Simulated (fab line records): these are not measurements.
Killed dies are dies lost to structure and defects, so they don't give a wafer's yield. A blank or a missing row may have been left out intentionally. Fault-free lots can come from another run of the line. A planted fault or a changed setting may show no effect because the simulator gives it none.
Chamber matching :: flow nand-harc :: NHARC_A_M1_CMP_23 on cmp-01: 4 sister chambers
The step polishes, t overpolish 20 s, target thk 154.34 nm. 4 wafers are shown with their chamber, then 12 later ones without.

## EACH WAFER AND ITS CHAMBER
wafer: L086.4
chamber: 3
motor-current-A (A): 11.8

wafer: L089.4
chamber: 0
motor-current-A (A): 10.1

wafer: L089.5
chamber: 1
motor-current-A (A): 11.5

wafer: L089.6
chamber: 2
motor-current-A (A): 11.3

## WAFERS MISSING THEIR CHAMBER
wafer: L091.1
motor-current-A (A): 10.5

wafer: L091.4
motor-current-A (A): 10.8

wafer: L091.5
motor-current-A (A): 11.9

wafer: L093.2
motor-current-A (A): 12.2

wafer: L093.3
motor-current-A (A): 10.5

wafer: L093.6
motor-current-A (A): 11.6

wafer: L094.4
motor-current-A (A): 12.2

wafer: L094.5
motor-current-A (A): 11.7

wafer: L094.6
motor-current-A (A): 10.8

wafer: L095.2
motor-current-A (A): 12.1

wafer: L095.3
motor-current-A (A): 10.4

wafer: L095.6
motor-current-A (A): 11.9

## CHAMBER TAKEN BY EACH
wafer: L091.1
from the rows above: can't be placed: 0 or 2 or 1
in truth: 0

wafer: L091.4
from the rows above: can't be placed: 2 or 1 or 0 or 3
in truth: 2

wafer: L091.5
from the rows above: can't be placed: 3 or 1 or 2
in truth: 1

wafer: L093.2
from the rows above: can't be placed: 3 or 1 or 2
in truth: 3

wafer: L093.3
from the rows above: can't be placed: 0 or 2 or 1
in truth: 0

wafer: L093.6
from the rows above: can't be placed: 1 or 3 or 2
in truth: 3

wafer: L094.4
from the rows above: can't be placed: 3 or 1 or 2
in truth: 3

wafer: L094.5
from the rows above: can't be placed: 3 or 1 or 2
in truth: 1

wafer: L094.6
from the rows above: can't be placed: 2 or 1 or 0 or 3
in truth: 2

wafer: L095.2
from the rows above: can't be placed: 3 or 1 or 2
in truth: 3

wafer: L095.3
from the rows above: can't be placed: 0 or 2
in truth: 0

wafer: L095.6
from the rows above: can't be placed: 3 or 1 or 2
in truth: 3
Placed correctly: 0 of 12. From these rows, 12 cannot be placed; in 12 the true chamber is one of the candidates. Number placed wrongly: 0.
How it was worked out, from the rows above alone: a wafer's distance from a chamber is the root of the sum, over the readings, of the square of ((its reading less the chamber's mean) divided by the reading's scatter). If the next closest chamber is less than 2 further off than the closest, the wafer can't be placed; otherwise it belongs to the closest. The mean given for a chamber averages the wafers shown for that chamber. The scatter: with one shown wafer a chamber, the root of the mean of the squares of how far each hidden wafer lies from its nearest shown one.
